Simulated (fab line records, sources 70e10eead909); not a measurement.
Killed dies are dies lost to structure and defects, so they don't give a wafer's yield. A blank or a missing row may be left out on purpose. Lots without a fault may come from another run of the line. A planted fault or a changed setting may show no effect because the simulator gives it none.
One fault seen from 2 desks | flow nand_harc | each desk has only its own numbers; what lay behind them comes last

THE TOOL OWNER'S DESK: arfi_scanner-01
The tool's own readings at NHARC_P_CONTACT_EXPOSE_09 (exposes mask P CA, target cd 90 nm): means of the sampled wafers that have a number, for each lot that ran on this tool. A lot is out of limits, marked OUT, if its mean lies more than 4 standard deviations from the usual mean; the brackets give that distance.
Columns: A = exposure_dose_mJ_cm2 at NHARC_P_CONTACT_EXPOSE_09, usual 81.26
lot  | first seen here | A
L139 | day 6 22:52     | 81.20
L142 | day 8 19:52     | 81.29
L148 | day 10 18:58    | 81.28
L151 | day 12 04:23    | 63.04 (-99 or more) OUT
L152 | day 12 15:49    | 66.59 (-99 or more) OUT
L155 | day 13 19:28    | 69.52 (-99 or more) OUT
This desk's finding: out of limits on L151, L152, L155; first on L151, day 12 04:23 (exposure_dose_mJ_cm2 at NHARC_P_CONTACT_EXPOSE_09). In limits: L139, L142, L148.

THE METROLOGY DESK
What the gauges read, lot by lot, whatever tool the lot ran on: means of the sampled wafers that have a number. A lot is out of limits, marked OUT, if its mean lies more than 4 standard deviations from the usual mean; the brackets give that distance.
Columns: A = cd_nm at NHARC_P_GATE_CD_MEAS_59, usual 720.0 nm; B = cd_nm at NHARC_P_CONTACT_CD_MEAS_12, usual 90.7 nm; C = cd_nm at NHARC_P_CONTACT_CD_MEAS_19, usual 90.6 nm
lot  | first seen here | A     | B              | C
L137 | day 5 23:19     | 721.1 | 90.6           | 90.5
L139 | day 6 15:57     | 720.0 | 91.5           | 93.2
L140 | day 7 10:46     | 719.5 | 90.8           | 88.8
L141 | day 7 18:36     | 720.2 | 90.9           | 91.1
L143 | day 8 10:44     | 719.0 | 90.6           | 90.5
L142 | day 8 13:38     | 719.8 | 90.5           | 90.1
L145 | day 9 11:08     | 721.2 | 91.1           | 91.1
L148 | day 10 12:49    | 719.1 | 90.7           | 91.2
L151 | day 11 22:17    | 719.7 | 74.8 (-26) OUT | 74.6 (-10) OUT
L152 | day 12 09:35    | 720.5 | 79.2 (-18) OUT | 81.0 (-6.0) OUT
L155 | day 13 13:09    | 720.3 | 80.6 (-16) OUT | 79.9 (-6.7) OUT
L156 | day 14 00:39    | 720.8 | 89.7           | 89.2
L157 | day 14 06:04    | 721.1 | 91.4           | 91.4
L158 | day 15 01:13    | 718.1 | 90.5           | 91.5
L159 | day 15 07:13    | 719.6 | 91.2           | 91.0
This desk's finding: out of limits on L151, L152, L155; first on L151, day 12 04:31 (cd_nm at NHARC_P_CONTACT_CD_MEAS_12). In limits: L137, L139, L140, L141, L143, L142, L145, L148, L156, L157, L158, L159.

PUT TOGETHER
The tool owner's desk could have raised an alarm at day 12 04:23, on L151, L152, L155.
The metrology desk could have raised an alarm at day 12 04:31, on L151, L152, L155.
Of the lots named, all ran NHARC_P_CONTACT_EXPOSE_09 on arfi_scanner-01.

WHAT THE SIMULATOR HAD PUT IN
Process parameter drift: arfi_scanner-01, from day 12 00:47 on, at NHARC_P_CONTACT_EXPOSE_09. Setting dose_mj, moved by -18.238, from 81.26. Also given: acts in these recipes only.
Lots struck among those shown: L151, L152, L155.
Hours from the fault's start to each desk's first reading out of limits: the tool owner's desk, 4; the metrology desk, 4.
